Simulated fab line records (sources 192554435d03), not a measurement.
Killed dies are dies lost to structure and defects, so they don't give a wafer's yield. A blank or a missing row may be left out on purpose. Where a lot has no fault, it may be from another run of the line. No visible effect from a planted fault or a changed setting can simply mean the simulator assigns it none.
Matching of chambers | flow n5_finfet | 4 sister chambers for N5_BEOL_M5_STRIP_36 on rie_diel-01
The step strips in N2/H2. 8 wafers are shown with their chamber, then 9 later ones without.

== WAFERS, EACH WITH ITS CHAMBER ==
wafer  | chamber | showerhead_plenum_p_Torr (Torr) | throttle_valve_pct (%)
L081.3 | 2       | 2.62                            | 23.9
L083.5 | 1       | 2.48                            | 23.6
L084.2 | 3       | 2.51                            | 23.9
L084.4 | 1       | 2.47                            | 23.7
L084.6 | 0       | 2.56                            | 23.0
L088.1 | 2       | 2.61                            | 23.9
L088.2 | 0       | 2.55                            | 23.0
L088.3 | 3       | 2.51                            | 23.9

== WAFERS WITHOUT THEIR CHAMBER ==
wafer  | showerhead_plenum_p_Torr (Torr) | throttle_valve_pct (%)
L090.1 | 2.61                            | 23.9
L090.3 | 2.47                            | 23.7
L090.5 | 2.61                            | 23.9
L089.2 | 2.51                            | 23.9
L089.4 | 2.55                            | 23.0
L089.6 | 2.47                            | 23.7
L097.2 | 2.47                            | 23.7
L097.4 | 2.55                            | 23.0
L097.5 | 2.47                            | 23.7

== THE CHAMBER EACH PASSED THROUGH ==
wafer  | from the rows above | in truth
L090.1 | 2                   | 2
L090.3 | 1                   | 1
L090.5 | 2                   | 2
L089.2 | 3                   | 3
L089.4 | 0                   | 0
L089.6 | 1                   | 1
L097.2 | 1                   | 1
L097.4 | 0                   | 0
L097.5 | 1                   | 1
Correctly placed: 9 of 9. From these rows, 0 cannot be placed. Wrongly placed: 0.
How it was worked out, from the rows above alone: a wafer's distance from a chamber is the root of the sum, over the readings, of the square of ((its reading less the chamber's mean) divided by the reading's scatter). The wafer belongs to the nearest chamber; if the next one is less than 2 further off, it can't be placed. A chamber's mean is the mean of its shown wafers. How the scatter is found: for the shown wafers, subtract from each reading the mean of its chamber, square and add these, divide the total by (wafers less chambers), then take the root.
